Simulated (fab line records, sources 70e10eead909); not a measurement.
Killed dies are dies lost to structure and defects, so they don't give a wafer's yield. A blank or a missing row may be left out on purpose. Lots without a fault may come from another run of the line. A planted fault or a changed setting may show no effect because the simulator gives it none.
fab line records | flow nand_harc
record lots=24 wafers=72 last_day=33
route steps=1302 shown P_ZERO_WELL@16 P_STI@83 P_GATE@132
lots that met no fault: from a run of the same line without faults
start_h: hours from the record's first day to the start of the lot's first wafer shown | wait_h: hours since the lot's step before | " the same as in the row above | L1.1+2: a row that stands for several wafers | - no value, or no start given | * or withheld: withheld | < > ~ a bound
route shown NAME@n: a module of which the file shows steps, and the number in the route of the first | usual: mean/standard deviation of fault-free wafers | same: alike in all rows | chamber/n: place in a boat | sites: the reading at each site | _std_site: their standard deviation | _edge_site: outer sites' mean less inner sites' | radius_mm: how far each site lies from the wafer's centre | mask NAME#n: copy n | behind: the tool/chamber that last shaped the wafer | hold: why the lot was held/for how many hours/how that ended | device: the transistor (n, p or np) that didn't switch | end of line: the same wafers' tests at the end of the route | a step without rows: its recipe alone | killed: dies lost to structure and defects at the first sort, not the wafer's yield | map: a wafer's dies, x killed, . not, _ none there
set.NAME: the setting as run; set.NAME@STEP: as run at that earlier step | model.NAME: the simulator's own value behind a step, which no gauge read
steps of the route over a sample of lots; a table a step, a row a wafer
services: from which hour (start_h, from the record's first day; less than 0 if before it) a tool's chamber was out of use, for how many hours, and why
## steps
# step NHARC_P_ZERO_WELL_DESCUM_13
# recipe time_s=3 o2_flow_sccm=200 ar_flow_sccm=0 bias_power_w=0 chemistry=O2
# usual drypump_motor_current_A=5.5/0.4 o2_flow_sccm=200.0/0.61 oes_product_au=1.001/0.0081 rf_vpp_V=57.8/0.9 showerhead_plenum_p_Torr=1.90/0.064 throttle_valve_pct=11.311/0.0095
# columns lot.wafer tool chamber start_h wait_h drypump_motor_current_A o2_flow_sccm oes_product_au rf_hours_counter_h rf_vpp_V showerhead_plenum_p_Torr throttle_valve_pct
L074.2 rie_diel-06 2 21.39 - 5.0 200.5 1.004 22 58.4 1.97 11.332
L074.3 " 3 " " 5.9 200.6 1.014 22 56.9 1.87 11.306
L074.6 " 2 " " 5.0 200.5 1.011 - 59.1 1.97 11.301
L075.2 rie_diel-06 3 31.31 - 5.9 199.5 1.016 25 57.0 1.87 11.309
L075.4 " 1 " " 5.8 199.1 1.010 19 58.8 2.01 11.307
L075.5 " 2 " " 5.0 199.7 1.006 - 59.2 1.97 11.310
L076.2 rie_diel-06 1 41.31 - 5.7 201.1 1.013 21 57.6 2.01 11.301
L076.5 " 0 " " 5.8 199.7 1.001 - 57.5 1.92 11.308
L076.6 " 1 " " 5.8 200.9 1.013 - 57.9 2.01 11.304
L077.4 rie_diel-09 2 51.35 - 5.9 199.6 0.990 26 56.4 1.96 11.312
L077.3 " 1 " " 6.2 199.8 0.996 26 56.1 1.86 11.323
L077.5 " 3 " " 5.8 200.0 0.989 - 57.4 1.99 11.299
L078.2 rie_diel-06 2 61.28 - 5.0 200.1 1.002 34 58.5 1.96 11.319
L078.1 " 3 " " 5.9 199.7 1.022 35 58.1 1.87 11.315
L078.4 " 0 " " 5.8 200.8 0.995 27 58.2 1.92 11.307
L079.3 rie_diel-01 3 71.39 - 5.2 198.9 1.010 11 58.1 1.84 11.309
L079.2 " 1 " " 4.8 200.6 1.003 13 57.3 1.99 11.328
L079.5 " 0 " " 5.7 198.6 0.996 - 58.4 1.90 11.314
L080.3 rie_diel-01 2 81.28 - 5.9 200.2 1.020 15 57.5 1.83 11.302
L080.6 " 0 " " 5.7 199.8 1.002 - 58.3 1.90 11.292
L080.5 " 1 " " 4.8 199.4 1.018 - 58.3 1.99 11.302
L081.1 rie_diel-09 0 91.27 - 5.7 199.9 1.002 34 57.8 1.85 11.307
L081.3 " 3 " " 5.8 198.8 1.004 33 58.3 1.99 11.307
L081.5 " 0 " " 5.7 200.4 0.991 - 59.2 1.85 11.309
L082.4 rie_diel-01 2 101.55 - 5.9 200.5 1.001 20 57.4 1.83 11.315
L082.5 " 3 " " 5.3 199.6 0.996 - 57.5 1.83 11.322
L082.6 " 0 " " 5.7 200.4 0.985 - 59.2 1.90 11.313
L083.2 rie_diel-01 1 111.53 - 4.8 200.2 0.998 27 57.8 1.98 11.312
L083.5 " 0 " " 5.7 200.8 1.004 - 57.1 1.90 11.324
L083.6 " 1 " " 4.8 200.0 1.005 - 58.5 1.98 11.339
L084.4 rie_diel-01 0 121.49 - 5.7 200.8 1.001 30 57.9 1.90 11.292
L084.5 " 3 " " 5.3 199.8 1.012 - 58.6 1.83 11.325
L084.6 " 0 " " 5.6 200.6 1.002 - 56.8 1.90 11.295
L085.3 rie_diel-01 0 131.28 - 5.7 199.9 0.993 32 55.0 1.90 11.327
L085.5 " 0 " " 5.7 200.0 0.995 - 57.9 1.90 11.307
L085.4 " 1 " " 4.8 200.3 1.002 - 58.0 1.98 11.324
L086.2 rie_diel-01 2 141.49 - 5.9 199.9 1.008 32 57.4 1.82 11.313
L086.5 " 3 " " 5.3 201.0 1.014 - 57.2 1.83 11.319
L086.6 " 0 " " 5.7 200.1 0.998 - 57.2 1.90 11.309
L087.2 rie_diel-01 3 151.40 - 5.2 200.4 1.006 38 56.4 1.83 11.304
L087.3 " 0 " " 5.6 201.2 0.995 40 57.6 1.89 11.319
L087.4 " 2 " " 5.9 199.2 1.004 39 58.5 1.82 11.303
L088.4 rie_diel-01 3 161.41 - 5.3 200.0 1.004 41 57.3 1.83 11.305
L088.2 " 1 " " 4.8 199.2 0.998 44 56.4 1.98 11.304
L088.5 " 2 " " 5.9 200.1 1.003 - 56.2 1.82 11.312
L089.3 rie_diel-01 3 171.41 - 5.3 199.0 1.010 42 57.5 1.83 11.321
L089.6 " 1 " " 4.8 200.1 0.993 - 57.6 1.98 11.307
L089.5 " 2 " " 5.9 200.8 1.011 - 58.4 1.82 11.327
L090.3 rie_diel-06 2 181.41 - 5.0 200.2 0.992 12 57.6 1.95 11.304
L090.1 " 3 " " 5.9 198.7 0.998 14 56.6 1.86 11.312
L090.2 " 0 " " 5.7 200.0 1.008 15 57.8 1.91 11.312
L091.2 rie_diel-01 3 191.27 - 5.3 200.0 1.003 48 56.7 1.82 11.309
L091.3 " 0 " " 5.7 200.3 0.993 48 56.5 1.89 11.316
L091.4 " 1 " " 4.8 199.8 1.009 - 58.8 1.98 11.313
L092.1 rie_diel-09 3 201.28 - 5.8 199.1 0.988 11 58.7 1.98 11.300
L092.2 " 1 " " 6.2 199.9 1.002 14 56.6 1.85 11.323
L092.5 " 2 " " 5.8 199.6 0.998 - 60.7 1.94 11.317
L093.2 rie_diel-06 2 211.98 - 5.1 200.0 1.001 26 58.3 1.95 11.312
L093.4 " 3 " " 5.9 200.4 0.993 25 58.0 1.86 11.320
L093.3 " 1 " " 5.8 199.8 1.001 27 57.9 1.99 11.289
L094.2 rie_diel-01 3 221.46 - 5.3 200.5 0.995 3 58.8 1.82 11.288
L094.4 " 0 " " 5.7 200.9 0.986 2 57.3 1.89 11.316
L094.5 " 3 " " 5.2 200.4 1.000 - 58.5 1.82 11.317
L095.4 rie_diel-01 2 231.42 - 5.9 199.8 1.013 6 57.6 1.82 11.306
L095.2 " 0 " " 5.7 199.7 0.994 6 58.2 1.89 11.314
L095.1 " 1 " " 4.8 199.7 1.000 6 57.7 1.97 11.309
L096.3 rie_diel-06 1 241.39 - 5.7 199.3 1.000 39 57.7 1.99 11.322
L096.1 " 2 " " 5.0 200.7 0.990 39 57.2 1.94 11.302
L096.6 " 1 " " 5.8 199.1 1.004 - 58.7 1.98 11.306
L097.2 rie_diel-01 3 251.28 - 5.3 199.4 0.996 13 57.0 1.82 11.307
L097.1 " 1 " " 4.8 200.2 1.002 15 59.0 1.97 11.316
L097.5 " 0 " " 5.7 200.0 0.993 - 57.2 1.89 11.315
# step NHARC_P_STI_CD_MEAS_09
# recipe target_cd_nm=200 landing_energy_ev=500
# usual cd_nm=200.7/1.6
# columns lot.wafer tool chamber start_h wait_h cd_nm
L074.2 cd_sem-03 0 45.04 - 199.0
L074.3 " 0 " " 198.8
L074.6 " 0 " " 200.1
L075.2 cd_sem-03 0 52.65 - 200.0
L075.4 " 0 " " 198.9
L075.5 " 0 " " 200.0
L076.2 cd_sem-02 0 65.19 - 201.2
L076.5 " 0 " " 202.7
L076.6 " 0 " " 201.0
L077.3 cd_sem-01 0 73.19 - 203.9
L077.4 " 0 " " 201.1
L077.5 " 0 " " 201.9
L078.1 cd_sem-03 0 82.01 - 203.0
L078.2 " 0 " " 201.3
L078.4 " 0 " " 202.4
L079.2 cd_sem-01 0 94.24 - 200.4
L079.3 " 0 " " 201.9
L079.5 " 0 " " 200.0
L080.3 cd_sem-01 0 103.66 - 198.8
L080.5 " 0 " " 201.8
L080.6 " 0 " " 201.2
L081.1 cd_sem-02 0 112.59 - 202.3
L081.3 " 0 " " 203.0
L081.5 " 0 " " 201.7
L082.4 cd_sem-03 0 124.74 - 199.9
L082.5 " 0 " " 199.6
L082.6 " 0 " " 200.3
L083.2 cd_sem-03 0 135.69 - 197.7
L083.5 " 0 " " 198.5
L083.6 " 0 " " 199.2
L084.4 cd_sem-03 0 146.66 - 198.9
L084.5 " 0 " " 198.9
L084.6 " 0 " " 201.5
L085.3 cd_sem-01 0 154.66 - 201.1
L085.4 " 0 " " 203.0
L085.5 " 0 " " 199.1
L086.2 cd_sem-02 0 167.02 - 201.2
L086.5 " 0 " " 197.9
L086.6 " 0 " " 197.6
L087.2 cd_sem-03 0 174.58 - 202.0
L087.3 " 0 " " 203.4
L087.4 " 0 " " 201.7
L088.2 cd_sem-03 0 184.02 - 202.0
L088.4 " 0 " " 199.9
L088.5 " 0 " " 200.6
L089.3 cd_sem-03 0 192.04 - 201.5
L089.5 " 0 " " 200.8
L089.6 " 0 " " 200.6
L090.1 cd_sem-01 0 205.02 - 200.1
L090.2 " 0 " " 200.2
L090.3 " 0 " " 201.1
L091.2 cd_sem-01 0 212.13 - 201.8
L091.3 " 0 " " 199.7
L091.4 " 0 " " 202.5
L092.1 cd_sem-03 0 222.38 - 202.0
L092.2 " 0 " " 199.4
L092.5 " 0 " " 199.7
L093.2 cd_sem-02 0 235.94 - 200.4
L093.3 " 0 " " 199.9
L093.4 " 0 " " 200.7
L094.2 cd_sem-03 0 245.05 - 200.2
L094.4 " 0 " " 200.2
L094.5 " 0 " " 200.6
L095.1 cd_sem-02 0 255.29 - 199.7
L095.2 " 0 " " 201.6
L095.4 " 0 " " 200.9
L096.1 cd_sem-03 0 266.11 - 200.3
L096.3 " 0 " " 204.2
L096.6 " 0 " " 203.5
L097.1 cd_sem-03 0 275.12 - 199.4
L097.2 " 0 " " 200.2
L097.5 " 0 " " 202.5
# step NHARC_P_GATE_DEP_103
# recipe target_thk_a=300 target_thk_nm=30 temp_c=400 flow_sccm=200 rf_w=350 material=SiON
# usual heater_power_w=757/120
# columns lot.wafer tool chamber start_h wait_h heater_power_w
L074.2 pecvd-03 2 96.12 0.5 850
L074.3 " 0 " " 1022
L074.6 " 0 " " 1024
L075.2 pecvd-03 2 100.81 0.4 766
L075.5 " 2 " " 750
L075.4 " 0 " " 897
L076.2 pecvd-04 0 118.76 0.5 666
L076.5 " 0 " " 672
L076.6 " 1 " " 637
L077.3 pecvd-04 1 122.99 0.3 685
L077.4 " 1 " " 684
L077.5 " 2 " " 545
L078.2 pecvd-02 2 134.65 0.5 858
L078.1 " 1 " " 739
L078.4 " 1 " " 748
L079.2 pecvd-02 1 141.80 0.5 609
L079.3 " 0 " " 695
L079.5 " 1 " " 609
L080.3 pecvd-04 2 159.54 0.3 542
L080.6 " 2 " " 569
L080.5 " 0 " " 632
L081.1 pecvd-02 0 168.13 0.6 755
L081.3 " 1 " " 682
L081.5 " 2 " " 762
L082.5 pecvd-03 0 179.55 0.2 917
L082.6 " 1 " " 765
L082.4 " 2 " " 797
L083.2 pecvd-02 2 187.67 0.5 883
L083.6 " 1 " " 653
L083.5 " 2 " " 887
L085.3 pecvd-02 0 203.46 0.4 775
L085.5 " 2 " " 894
L085.4 " 1 " " 740
L084.6 pecvd-04 2 204.17 0.1 577
L084.5 " 0 " " 717
L084.4 " 1 " " 677
L086.2 pecvd-02 1 217.55 0.5 744
L086.5 " 2 " " 873
L086.6 " 0 " " 674
L087.3 pecvd-02 1 227.38 0.3 703
L087.2 " 2 " " 920
L087.4 " 1 " " 721
L089.3 pecvd-02 1 241.66 0.4 663
L089.6 " 1 " " 653
L089.5 " 2 " " 838
L088.2 pecvd-04 1 242.34 0.5 585
L088.5 " 2 " " 624
L088.4 " 0 " " 728
L090.2 pecvd-02 1 258.85 0.4 662
L090.1 " 2 " " 817
L090.3 " 0 " " 732
L091.2 pecvd-03 0 266.90 0.5 1060
L091.3 " 0 " " 1062
L091.4 " 1 " " 891
L092.2 pecvd-02 0 274.16 0.7 727
L092.1 " 1 " " 685
L092.5 " 0 " " 717
L093.3 pecvd-02 1 287.14 0.4 702
L093.2 " 2 " " 887
L093.4 " 0 " " 661
L094.2 pecvd-02 1 298.11 0.5 680
L094.4 " 0 " " 779
L094.5 " 2 " " 844
L095.1 pecvd-02 1 304.51 0.6 700
L095.2 " 2 " " 876
L095.4 " 1 " " 706
L096.1 pecvd-02 1 317.00 0.6 592
L096.3 " 0 " " 675
L096.6 " 1 " " 606
L097.2 pecvd-03 1 332.60 0.5 902
L097.1 " 2 " " 702
L097.5 " 0 " " 1076
# step NHARC_P_GATE_DESCUM_31
# recipe time_s=3 o2_flow_sccm=200 ar_flow_sccm=0 bias_power_w=0 chemistry=O2
# usual drypump_motor_current_A=5.6/0.53 o2_flow_sccm=200.0/0.56 oes_product_au=0.999/0.0068 rf_vpp_V=58.0/0.9 showerhead_plenum_p_Torr=1.95/0.065 throttle_valve_pct=11.311/0.0093
# columns lot.wafer tool chamber start_h wait_h drypump_motor_current_A o2_flow_sccm oes_product_au rf_hours_counter_h rf_vpp_V showerhead_plenum_p_Torr throttle_valve_pct
L074.3 rie_diel-13 3 96.86 0.1 5.9 200.6 1.005 5.1 57.2 1.91 11.311
L074.2 " 0 " " 5.6 199.3 1.006 5.0 58.6 1.86 11.312
L074.6 " 3 " " 5.9 200.1 1.004 - 57.0 1.91 11.318
L075.2 rie_diel-13 3 101.67 0.1 5.9 200.2 0.995 5.2 58.1 1.91 11.312
L075.4 " 1 " " 6.6 199.8 0.989 4.4 59.1 1.99 11.326
L075.5 " 0 " " 5.6 199.4 1.005 - 56.6 1.86 11.310
L076.2 rie_diel-04 2 119.48 0.1 5.0 199.8 0.999 7.1 59.4 1.99 11.310
L076.6 " 0 " " 4.9 200.9 0.998 - 58.2 1.87 11.310
L076.5 " 1 " " 5.5 198.9 0.998 - 58.2 1.93 11.315
L077.3 rie_diel-13 1 123.86 0.1 6.7 199.9 0.993 5.7 57.1 1.99 11.295
L077.4 " 3 " " 5.9 201.1 1.004 6.0 58.4 1.91 11.301
L077.5 " 0 " " 5.6 199.4 1.004 - 56.6 1.86 11.305
L078.4 rie_diel-04 2 135.39 0.1 5.0 200.1 1.000 7.4 57.0 1.99 11.314
L078.1 " 0 " " 4.9 199.7 1.008 5.4 58.2 1.87 11.308
L078.2 " 1 " " 5.6 199.7 1.005 6.4 57.0 1.93 11.301
L079.3 rie_diel-04 1 142.67 0.1 5.6 198.3 1.008 7.0 57.1 1.93 11.321
L079.2 " 2 " " 5.0 200.6 1.001 8.1 59.3 1.99 11.323
L079.5 " 1 " " 5.5 199.9 1.004 - 55.8 1.93 11.295
L080.3 rie_diel-02 0 160.28 0.1 5.8 198.7 0.999 3.2 56.6 1.92 11.313
L080.6 " 0 " " 5.8 199.1 1.002 - 58.3 1.92 11.315
L080.5 " 1 " " 5.0 199.4 0.987 - 59.1 2.03 11.312
L081.3 rie_diel-02 0 168.97 0.1 5.8 199.6 1.009 5.6 58.0 1.92 11.320
L081.1 " 2 " " 6.4 201.2 1.000 5.4 58.3 1.97 11.312
L081.5 " 1 " " 5.1 199.2 0.993 - 59.2 2.03 11.319
L082.4 rie_diel-02 0 180.24 0.1 5.8 199.8 0.994 - 57.7 1.92 11.310
L082.6 " 2 " " 6.4 198.9 0.993 - 58.5 1.97 11.317
L082.5 " 3 " " 6.3 200.0 0.996 - 57.5 2.06 11.308
L083.2 rie_diel-13 0 188.50 0.1 5.5 199.3 1.002 0.2 58.2 1.86 11.317
L083.5 " 1 " " 6.6 200.0 0.995 - 58.6 1.99 11.325
L083.6 " 2 " " 5.5 200.7 0.996 - 57.7 1.83 11.318
L085.3 rie_diel-04 3 204.30 0.1 5.9 199.9 1.005 2.1 59.4 2.01 11.318
L085.4 " 1 " " 5.6 201.1 1.008 2.3 57.7 1.93 11.296
L085.5 " 2 " " 5.0 200.3 1.007 - 55.8 1.99 11.297
L084.6 rie_diel-02 2 204.98 0.1 6.4 201.0 0.989 - 58.1 1.97 11.311
L084.5 " 3 " " 6.3 199.5 1.006 - 58.2 2.06 11.321
L084.4 " 1 " " 5.1 200.3 1.000 - 58.4 2.03 11.306
L086.2 rie_diel-04 2 218.31 0.1 5.0 200.8 0.997 2.7 57.6 1.99 11.301
L086.5 " 3 " " 5.9 201.2 1.002 - 58.2 2.01 11.316
L086.6 " 0 " " 4.9 199.9 1.002 - 57.6 1.87 11.320
L087.2 rie_diel-04 3 228.24 0.1 5.9 200.5 1.006 2.8 58.3 2.01 11.299
L087.4 " 1 " " 5.5 199.9 1.001 2.9 57.7 1.93 11.310
L087.3 " 2 " " 5.0 200.3 1.005 2.8 57.7 1.99 11.279
L089.3 rie_diel-04 1 242.38 0.1 5.5 199.7 1.005 4.3 58.6 1.93 11.314
L089.6 " 3 " " 5.9 199.8 1.002 - 58.3 2.01 11.303
L089.5 " 0 " " 4.9 199.5 1.004 - 58.0 1.87 11.305
L088.4 rie_diel-04 2 243.14 0.1 5.0 200.1 1.008 4.0 58.8 1.99 11.293
L088.2 " 0 " " 4.9 200.0 1.003 3.9 57.1 1.87 11.304
L088.5 " 3 " " 5.9 199.9 1.004 - 56.8 2.01 11.293
L090.3 rie_diel-04 2 259.71 0.1 5.0 200.0 1.013 4.1 57.3 1.99 11.303
L090.1 " 3 " " 5.9 200.0 0.996 3.9 59.4 2.01 11.305
L090.2 " 1 " " 5.6 199.7 1.003 4.4 58.6 1.93 11.318
L091.2 rie_diel-02 3 267.85 0.1 6.3 200.2 0.985 2.7 57.1 2.05 11.317
L091.4 " 0 " " 5.8 198.8 0.999 2.7 58.2 1.92 11.301
L091.3 " 2 " " 6.4 199.3 0.998 0.8 58.8 1.97 11.297
L092.1 rie_diel-02 1 274.87 0.1 5.1 200.2 0.991 2.5 58.4 2.03 11.311
L092.2 " 0 " " 5.8 201.2 0.995 2.8 57.7 1.92 11.305
L092.5 " 2 " " 6.4 200.1 0.996 - 58.4 1.97 11.294
L093.4 rie_diel-02 1 287.99 0.1 5.1 200.2 1.004 3.2 58.4 2.03 11.329
L093.2 " 2 " " 6.4 200.2 0.997 2.1 57.6 1.97 11.317
L093.3 " 3 " " 6.3 200.2 1.003 4.0 56.6 2.05 11.311
L094.2 rie_diel-04 0 299.12 0.2 4.9 200.3 0.999 6.1 58.2 1.87 11.312
L094.4 " 1 " " 5.5 199.9 1.004 6.8 59.0 1.93 11.317
L094.5 " 1 " " 5.5 200.1 0.994 - 57.0 1.93 11.314
L095.1 rie_diel-04 1 305.37 0.1 5.6 200.2 0.997 7.0 56.5 1.93 11.310
L095.4 " 3 " " 5.9 199.6 1.010 5.7 56.3 2.01 11.308
L095.2 " 0 " " 4.9 199.5 1.004 6.4 56.8 1.87 11.313
L096.3 rie_diel-02 0 317.73 0.1 5.8 198.8 0.991 6.6 58.5 1.92 11.310
L096.1 " 2 " " 6.4 199.9 0.992 5.6 59.2 1.97 11.294
L096.6 " 1 " " 5.1 200.3 0.987 - 60.1 2.03 11.309
L097.1 rie_diel-13 1 333.34 0.1 6.7 200.0 0.987 8.9 58.0 1.99 11.313
L097.2 " 3 " " 5.9 199.3 0.996 9.8 57.8 1.90 11.316
L097.5 " 1 " " 6.7 200.1 0.985 - 57.5 1.99 11.301
# step NHARC_P_GATE_STRIP_95
# recipe power_w=1500 temp_c=250 chemistry=O2
# usual drypump_motor_current_A=6.1/0.42 heater_power_w=316/22 temp_c=250.01/0.2
# columns lot.wafer tool chamber start_h wait_h drypump_motor_current_A heater_power_w rf_hours_counter_h temp_c
L074.2 plasma_asher-02 0 113.27 0.5 6.4 351 7 249.84
L074.3 " 0 " " 6.4 350 - 249.98
L074.6 " 0 " " 6.4 343 - 249.81
L075.2 plasma_asher-01 1 118.14 0.6 5.5 280 26 250.00
L075.4 " 0 " " 5.7 319 - 249.78
L075.5 " 0 " " 5.7 311 - 250.02
L076.2 plasma_asher-01 0 135.86 0.5 5.7 314 28 249.69
L076.5 " 1 " " 5.5 284 - 250.14
L076.6 " 0 " " 5.7 321 - 249.85
L077.4 plasma_asher-02 0 140.30 0.4 6.5 346 - 250.32
L077.3 " 1 " " 6.4 323 - 250.09
L077.5 " 0 " " 6.5 337 - 250.27
L078.1 plasma_asher-02 0 154.37 0.6 6.4 348 15 250.22
L078.2 " 1 " " 6.4 322 15 249.85
L078.4 " 0 " " 6.5 345 - 249.96
L079.2 plasma_asher-01 1 159.37 0.5 5.5 279 34 250.40
L079.3 " 0 " " 5.7 321 - 249.92
L079.5 " 1 " " 5.4 280 - 249.92
L080.3 plasma_asher-02 0 177.00 0.3 6.5 335 - 249.87
L080.6 " 1 " " 6.4 317 - 249.99
L080.5 " 0 " " 6.5 353 - 249.67
L081.1 plasma_asher-01 0 185.13 0.6 5.7 315 2 250.01
L081.3 " 0 " " 5.7 324 - 250.04
L081.5 " 0 " " 5.7 322 - 250.34
L082.4 plasma_asher-01 1 198.99 0.4 5.5 282 - 249.93
L082.5 " 1 " " 5.5 279 - 249.95
L082.6 " 0 " " 5.7 329 - 249.73
L083.2 plasma_asher-01 0 208.33 1.9 5.7 324 7 250.41
L083.6 " 1 " " 5.5 281 - 250.20
L083.5 " 0 " " 5.7 322 - 250.21
L085.4 plasma_asher-02 0 220.75 0.4 6.5 343 - 250.35
L085.3 " 1 " " 6.4 318 - 250.18
L085.5 " 1 " " 6.4 323 - 249.99
L084.4 plasma_asher-01 1 221.55 0.4 5.5 273 - 249.99
L084.6 " 1 " " 5.5 279 - 249.95
L084.5 " 0 " " 5.7 333 - 250.17
L086.2 plasma_asher-02 0 234.76 0.5 6.4 338 33 249.94
L086.5 " 1 " " 6.4 320 - 249.80
L086.6 " 0 " " 6.5 335 - 249.82
L087.2 plasma_asher-02 0 244.65 0.5 6.5 342 34 250.06
L087.4 " 1 " " 6.5 321 - 250.23
L087.3 " 0 " " 6.4 349 - 250.04
L089.3 plasma_asher-01 0 259.40 0.3 5.7 326 - 250.01
L089.6 " 1 " " 5.5 278 - 249.86
L089.5 " 0 " " 5.7 323 - 250.16
L088.2 plasma_asher-01 0 260.47 0.5 5.7 337 21 249.97
L088.4 " 1 " " 5.5 273 - 249.85
L088.5 " 0 " " 5.7 325 - 250.01
L090.2 plasma_asher-02 1 276.67 0.6 6.4 327 5 250.01
L090.1 " 0 " " 6.4 318 5 250.26
L090.3 " 0 " " 6.4 312 - 250.27
L091.2 plasma_asher-02 0 284.45 0.5 6.4 320 7 250.31
L091.4 " 1 " " 6.4 328 - 249.83
L091.3 " 0 " " 6.5 310 - 249.98
L092.1 plasma_asher-02 0 291.22 0.6 6.4 316 8 250.40
L092.2 " 1 " " 6.4 329 8 250.23
L092.5 " 1 " " 6.4 329 - 250.09
L093.2 plasma_asher-02 0 304.66 0.6 6.5 313 11 250.36
L093.4 " 0 " " 6.5 330 - 250.19
L093.3 " 1 " " 6.4 331 - 249.74
L094.2 plasma_asher-01 1 315.66 0.6 5.5 280 28 250.15
L094.4 " 0 " " 5.7 331 - 250.24
L094.5 " 1 " " 5.5 280 - 250.04
L095.1 plasma_asher-02 1 323.99 0.6 6.4 319 15 249.73
L095.2 " 0 " " 6.5 317 15 250.33
L095.4 " 1 " " 6.4 331 - 250.21
L096.1 plasma_asher-02 1 336.45 0.6 6.4 323 18 249.91
L096.3 " 0 " " 6.4 318 - 250.12
L096.6 " 0 " " 6.5 314 - 249.93
L097.1 plasma_asher-02 0 350.03 0.6 6.4 318 22 249.77
L097.2 " 1 " " 6.4 326 22 250.07
L097.5 " 1 " " 6.4 334 - 250.03
# step NHARC_P_GATE_RTA_80
# recipe temp_c=300 time_s=30
# usual lamp_power_pct=2.24/0.059 wafer_temp_C_max=301.7/0.59
# columns lot.wafer tool chamber start_h wait_h lamp_power_pct wafer_temp_C_max
L074.2 rtp_anneal-02 0 114.46 - 2.30 301.3
L074.3 " 0 " " 2.30 301.1
L074.6 " 0 " " 2.30 300.8
L075.2 rtp_anneal-02 0 119.33 - 2.30 300.9
L075.4 " 0 " " 2.30 301.4
L075.5 " 0 " " 2.30 301.2
L076.2 rtp_anneal-01 0 137.04 - 2.18 302.6
L076.5 " 0 " " 2.18 301.7
L076.6 " 0 " " 2.18 302.2
L077.3 rtp_anneal-01 0 141.73 - 2.18 302.8
L077.4 " 0 " " 2.18 302.8
L077.5 " 0 " " 2.18 302.5
L078.1 rtp_anneal-02 0 155.53 - 2.30 300.7
L078.2 " 0 " " 2.30 301.5
L078.4 " 0 " " 2.29 301.2
L079.2 rtp_anneal-01 0 160.55 - 2.18 302.4
L079.3 " 0 " " 2.18 302.1
L079.5 " 0 " " 2.18 302.3
L080.3 rtp_anneal-01 0 178.19 - 2.18 302.1
L080.5 " 0 " " 2.18 301.7
L080.6 " 0 " " 2.18 302.3
L081.1 rtp_anneal-01 0 186.30 - 2.18 302.3
L081.3 " 0 " " 2.18 302.9
L081.5 " 0 " " 2.18 302.7
L082.4 rtp_anneal-02 0 200.22 - 2.30 300.9
L082.5 " 0 " " 2.30 300.9
L082.6 " 0 " " 2.30 301.3
L083.2 rtp_anneal-01 0 209.52 - 2.18 302.4
L083.5 " 0 " " 2.18 302.1
L083.6 " 0 " " 2.18 302.4
L085.3 rtp_anneal-01 0 221.94 - 2.18 302.1
L085.4 " 0 " " 2.18 302.2
L085.5 " 0 " " 2.18 302.0
L084.4 rtp_anneal-01 0 222.77 - 2.18 302.3
L084.5 " 0 " " 2.18 302.0
L084.6 " 0 " " 2.18 302.3
L086.2 rtp_anneal-02 0 235.94 - 2.30 301.0
L086.5 " 0 " " 2.30 301.4
L086.6 " 0 " " 2.30 301.9
L087.2 rtp_anneal-02 0 245.92 - 2.30 301.5
L087.3 " 0 " " 2.30 301.3
L087.4 " 0 " " 2.30 301.0
L089.3 rtp_anneal-02 0 260.59 - 2.30 301.3
L089.5 " 0 " " 2.30 300.7
L089.6 " 0 " " 2.30 301.3
L088.2 rtp_anneal-02 0 261.66 - 2.30 300.8
L088.4 " 0 " " 2.30 300.9
L088.5 " 0 " " 2.30 300.7
L090.1 rtp_anneal-02 0 277.83 - 2.30 301.3
L090.2 " 0 " " 2.30 301.8
L090.3 " 0 " " 2.30 300.9
L091.2 rtp_anneal-01 0 285.63 - 2.18 302.4
L091.3 " 0 " " 2.18 302.0
L091.4 " 0 " " 2.18 302.0
L092.1 rtp_anneal-02 0 292.38 - 2.31 301.3
L092.2 " 0 " " 2.30 300.9
L092.5 " 0 " " 2.30 301.4
L093.2 rtp_anneal-02 0 305.86 - 2.30 301.3
L093.3 " 0 " " 2.30 301.6
L093.4 " 0 " " 2.30 300.9
L094.2 rtp_anneal-02 0 316.86 - 2.30 301.7
L094.4 " 0 " " 2.30 301.8
L094.5 " 0 " " 2.30 301.5
L095.1 rtp_anneal-01 0 325.33 - 2.18 302.5
L095.2 " 0 " " 2.19 301.8
L095.4 " 0 " " 2.19 302.3
L096.1 rtp_anneal-01 0 337.61 - 2.19 301.8
L096.3 " 0 " " 2.18 302.3
L096.6 " 0 " " 2.19 302.5
L097.1 rtp_anneal-01 0 351.19 - 2.19 302.5
L097.2 " 0 " " 2.19 301.5
L097.5 " 0 " " 2.18 302.2
## services
# columns tool chamber start_h hours kind
rie_diel-04 - 0.90 9.0 pm
rie_diel-01 1 3.19 6.6 repair
rie_diel-02 3 6.87 7.4 repair
rtp_anneal-02 - 12.00 12.0 pm
rie_diel-01 - 26.80 9.0 pm
rie_diel-02 - 39.80 9.0 pm
pecvd-02 - 47.48 13.0 pm
rie_diel-01 0 49.51 1.4 repair
rie_diel-02 0 57.20 6.1 repair
plasma_asher-02 - 72.07 9.0 pm
pecvd-02 1 83.75 27.6 repair
rie_diel-01 2 128.34 3.3 repair
rie_diel-04 0 150.28 12.6 repair
plasma_asher-01 - 165.00 9.0 pm
rie_diel-04 - 177.90 9.0 pm
rie_diel-01 2 187.54 16.3 repair
pecvd-02 - 228.48 13.0 pm
rie_diel-04 2 236.62 2.5 repair
rie_diel-04 0 243.84 4.1 repair
plasma_asher-02 - 249.07 9.0 pm
rie_diel-04 2 249.23 6.3 repair
rie_diel-01 - 318.47 29.9 repair
plasma_asher-01 - 342.00 9.0 pm
rie_diel-01 2 348.93 9.0 repair
## key
fault none
